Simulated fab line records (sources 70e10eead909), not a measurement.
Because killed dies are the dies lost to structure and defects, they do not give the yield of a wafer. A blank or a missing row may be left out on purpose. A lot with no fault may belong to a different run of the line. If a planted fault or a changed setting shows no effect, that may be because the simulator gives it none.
One fault through the eyes of 2 desks ; flow nand_harc ; what lay behind the numbers comes last; until then each desk has only its own

== AT THE METROLOGY DESK ==
What the gauges read, lot by lot, whatever tool the lot ran on: means of the sampled wafers that have a number. A lot is out of limits, marked OUT, if its mean lies more than 4 standard deviations from the usual mean; the brackets give that distance.
Columns: A = cd_nm at NHARC_P_GATE_CD_MEAS_46, usual 720.2 nm
lot;first seen here;A
L170;day 4 19:41;719.6
L171;day 5 10:44;722.6
L172;day 5 16:22;719.1
L173;day 5 22:54;720.1
L176;day 6 04:50;720.2
L174;day 6 08:49;719.6
L181;day 7 23:11;659.5 (-51) OUT
L183;day 8 15:53;659.1 (-51) OUT
L185;day 9 00:57;721.4
L187;day 9 16:13;719.5
L189;day 10 16:14;720.7
L193;day 11 00:41;720.9
This desk's finding: out of limits on L181, L183; first on L181, day 7 23:11 (cd_nm at NHARC_P_GATE_CD_MEAS_46). In limits: L170, L171, L172, L173, L176, L174, L185, L187, L189, L193.

== TOOL OWNER'S DESK, krf_scanner-01 ==
The tool's own readings at NHARC_P_GATE_EXPOSE_43 (exposes mask P NSD, target cd 720 nm): means of the sampled wafers that have a number, for each lot that ran on this tool. A lot is out of limits, marked OUT, if its mean lies more than 4 standard deviations from the usual mean; the brackets give that distance.
Columns: A = exposure_dose_mJ_cm2 at NHARC_P_GATE_EXPOSE_43, usual 14.811
lot;first seen here;A
L170;day 4 19:32;14.817
L176;day 6 04:41;14.807
L181;day 7 23:01;10.423 (-99 or more) OUT
L183;day 8 15:44;10.432 (-99 or more) OUT
This desk's finding: out of limits on L181, L183; first on L181, day 7 23:01 (exposure_dose_mJ_cm2 at NHARC_P_GATE_EXPOSE_43). In limits: L170, L176.

== TAKEN TOGETHER ==
An alarm could have come from the tool owner's desk at day 7 23:01, on L181, L183.
On L181, L183, the metrology desk was in a position to raise an alarm at day 7 23:11.
The lots listed all ran NHARC_P_GATE_EXPOSE_43 on krf_scanner-01.

== WHAT THE SIMULATOR HAD INSERTED ==
Drift in process parameters on krf_scanner-01 at NHARC_P_GATE_EXPOSE_43, starting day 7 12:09. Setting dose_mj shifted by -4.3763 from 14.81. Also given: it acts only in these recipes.
Lots struck among those shown: L181, L183.
Time in hours from fault onset to the first out-of-limits reading at each desk: tool owner's desk 11, metrology desk 11.
